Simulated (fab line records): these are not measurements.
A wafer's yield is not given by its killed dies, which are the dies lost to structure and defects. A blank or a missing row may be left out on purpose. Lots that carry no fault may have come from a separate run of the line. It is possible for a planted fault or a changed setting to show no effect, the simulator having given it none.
Split-lot study + flow n5 finfet + 7 lots, 21 wafers read, on a route of 1938 steps

## SPLIT DETAILS
At N5_BEOL_M7_DESCUM_33 (chemistry O2, time 7 s), the setting time s was moved away from the recipe's 7 s on 5 of the 21 wafers read, by -21.5% to +13.7%. All remaining wafers had this setting at the recipe value.

## THE PATH FROM SPLIT TO READING: the file shows 1 step between them
- N5_BEOL_M7_ETCH_72: etches underlayer in N2/H2, target depth 6.5 nm, time 5.2 s

## THE READING
CAR-EUV_of_BEOL_M7_COAT_22.thk nm (the simulator's own value, which no gauge read), in nm, at N5_BEOL_M7_ETCH_65 (etches SiARC in CF4, target depth 15.6 nm, time 26 s). The file gives no usual value for it. Average 11.1 nm, standard deviation 0.1 nm, over the 16 wafers here run with the recipe.

| wafer  | tool, chamber at the split | time s as run, s | against the recipe | CAR-EUV_of_BEOL_M7_COAT_22.thk nm, nm | against lot-mates on the recipe |
|--------|----------------------------|------------------|--------------------|---------------------------------------|---------------------------------|
| L074.1 | rie diel-06, 1             | 7.854            | +12.2%             | 10.8                                  | -0.3                            |
| L074.3 | rie diel-06, 2,3           | 7                | recipe             | 11.2                                  | -                               |
| L074.5 | rie diel-06, 2,3           | 7                | recipe             | 11                                    | -                               |
| L075.1 | rie diel-03, 0             | 7                | recipe             | 11.2                                  | -                               |
| L075.3 | rie diel-03, 3             | 5.497            | -21.5%             | 11.8                                  | +0.6                            |
| L075.6 | rie diel-03, 3             | 5.497            | -21.5%             | 11.8                                  | +0.6                            |
| L076.3 | rie diel-06, 2,0           | 7.959            | +13.7%             | 10.6                                  | -0.6                            |
| L076.5 | rie diel-06, 2,0           | 7.959            | +13.7%             | 10.6                                  | -0.6                            |
| L076.6 | rie diel-06, 1             | 7                | recipe             | 11.2                                  | -                               |
| L079.1 | rie diel-04, 2,0,3         | 7                | recipe             | 11                                    | -                               |
| L079.5 | rie diel-04, 2,0,3         | 7                | recipe             | 11                                    | -                               |
| L079.6 | rie diel-04, 2,0,3         | 7                | recipe             | 11                                    | -                               |
| L091.1 | rie diel-03, 1,3,2         | 7                | recipe             | 11                                    | -                               |
| L091.3 | rie diel-03, 1,3,2         | 7                | recipe             | 11.2                                  | -                               |
| L091.5 | rie diel-03, 1,3,2         | 7                | recipe             | 11.2                                  | -                               |
| L089.2 | rie diel-06, 3,0,3         | 7                | recipe             | 11.2                                  | -                               |
| L089.4 | rie diel-06, 3,0,3         | 7                | recipe             | 11.2                                  | -                               |
| L089.5 | rie diel-06, 3,0,3         | 7                | recipe             | 11.2                                  | -                               |
| L096.2 | rie diel-04, 3,0           | 7                | recipe             | 11                                    | -                               |
| L096.3 | rie diel-04, 2             | 7                | recipe             | 11                                    | -                               |
| L096.5 | rie diel-04, 3,0           | 7                | recipe             | 11                                    | -                               |
If several chambers appear in one row, that row covers several wafers at once and the file leaves open which wafer was in which chamber.

FIT RESULTS
A straight line over all 21 wafers: CAR-EUV_of_BEOL_M7_COAT_22.thk nm changes by -0.0328 nm for each +1% of time s; r = -0.95; the points scatter about the line by 0.096 nm.
The same after taking each lot's own level away (the mean of its wafers on the recipe; 21 wafers): -0.0318 nm for each +1%; r = -0.96; scatter 0.078 nm.
According to that fit, moving time s by its largest amount changes the reading by 0.68 nm.
From 11.00 to 11.20 nm: that is the span of the lots' own levels, equal to 2.0 times the standard deviation above.
So the lot-to-lot level changes the slope little: the two slopes agree.
Check: +0.698 nm against its lot-mates is what the line predicts for one of the wafers moved furthest among these (-21.5%) when that wafer is left out of the fit. It came out at +0.6 nm against them.

## FURTHER SPLITS ON THESE WAFERS
Note: prior to the reading, these wafers also went through further splits. Each is held against what the fit with the lots' levels taken away leaves over:
| other split on the same wafers     | wafers away from the commonest value | r with CAR-EUV_of_BEOL_M7_COAT_22.thk nm (lot level and that fit taken away) |
|------------------------------------|--------------------------------------|------------------------------------------------------------------------------|
| N5_BEOL_M5_COAT_66 spin rpm        | 7                                    | +0.18                                                                        |
| N5_BEOL_M6_EXPOSE_25 dose mj       | 10                                   | +0.17                                                                        |
| N5_BEOL_M6_ETCH_66 bias w          | 6                                    | +0.21                                                                        |
| N5_BEOL_M6_TRENCH_ETCH_37 source w | 5                                    | +0.21                                                                        |

## THE WHOLE CHAIN: every reading that the file lists as answering this split, in the file's order
| step                 | what it does                                                | reading                                                                            | change (the file's fit)                | r (the file's) |
|----------------------|-------------------------------------------------------------|------------------------------------------------------------------------------------|----------------------------------------|----------------|
| N5_BEOL_M7_DESCUM_33 | chemistry O2, time 7 s                                      | CAR-EUV_of_BEOL_M7_COAT_22.thk nm (the simulator's own value, which no gauge read) | -0.0291 nm for each +1% of the setting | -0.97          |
| N5_BEOL_M7_ETCH_72   | etches underlayer in N2/H2, target depth 6.5 nm, time 5.2 s | CAR-EUV_of_BEOL_M7_COAT_22.thk nm (the simulator's own value, which no gauge read) | -0.0364 nm for each +1% of the setting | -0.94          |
| N5_BEOL_M7_ETCH_65   | etches SiARC in CF4, target depth 15.6 nm, time 26 s        | CAR-EUV_of_BEOL_M7_COAT_22.thk nm (the simulator's own value, which no gauge read) | -0.031 nm for each +1% of the setting  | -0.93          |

## THE FILE'S OWN FIT
CAR-EUV_of_BEOL_M7_COAT_22.thk nm changes by -0.031 nm for each +1% of time s, r = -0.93.
